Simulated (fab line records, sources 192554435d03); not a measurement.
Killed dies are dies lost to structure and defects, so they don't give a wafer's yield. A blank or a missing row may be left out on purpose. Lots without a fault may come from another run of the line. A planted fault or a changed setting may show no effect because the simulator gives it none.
Chamber matching | flow n5_finfet | N5_BEOL_M6_CURE_74 on uv_cure-01: 3 sister chambers
The step cures SiCOH lowk, time 240 s. 6 wafers are shown with their chamber, then 8 later ones without.

WAFERS WITH THEIR CHAMBER
wafer  | chamber | wafer_temp_C_max | lamp_power_pct (%)
L090.4 | 2       | 387.1            | 52.30
L089.4 | 1       | 387.5            | 52.35
L089.5 | 1       | 386.8            | 52.39
L093.2 | 0       | 386.0            | 52.32
L093.3 | 0       | 386.1            | 52.32
L096.1 | 2       | 386.7            | 52.36

WAFERS WITHOUT THEIR CHAMBER
wafer  | wafer_temp_C_max | lamp_power_pct (%)
L096.2 | 387.3            | 52.31
L096.4 | 386.8            | 52.30
L097.1 | 387.7            | 52.37
L097.2 | 387.5            | 52.29
L097.3 | 388.5            | 52.36
L097.4 | 388.3            | 52.32
L097.5 | 386.8            | 52.43
L097.6 | 388.1            | 52.36

WHICH CHAMBER EACH WENT THROUGH
wafer  | from the rows above          | in truth
L096.2 | can't be placed: 2 or 1      | 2
L096.4 | can't be placed: 2 or 0 or 1 | 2
L097.1 | can't be placed: 1 or 2      | 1
L097.2 | can't be placed: 2 or 1      | 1
L097.3 | can't be placed: 1 or 2      | 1
L097.4 | can't be placed: 1 or 2      | 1
L097.5 | can't be placed: 1 or 2      | 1
L097.6 | can't be placed: 1 or 2      | 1
Placed correctly: 0 of 8. Can't be placed from these rows: 8 (the true chamber is among the candidates in 8). Placed wrongly: 0.
How it was worked out, from the rows above alone: a wafer's distance from a chamber is the root of the sum, over the readings, of the square of ((its reading less the chamber's mean) divided by the reading's scatter). The wafer belongs to the nearest chamber; if the next one is less than 2 further off, it can't be placed. A chamber's mean is the mean of its shown wafers. The scatter: the root of (the sum of the squares of (reading less its chamber's mean) over the shown wafers, divided by (wafers less chambers)).
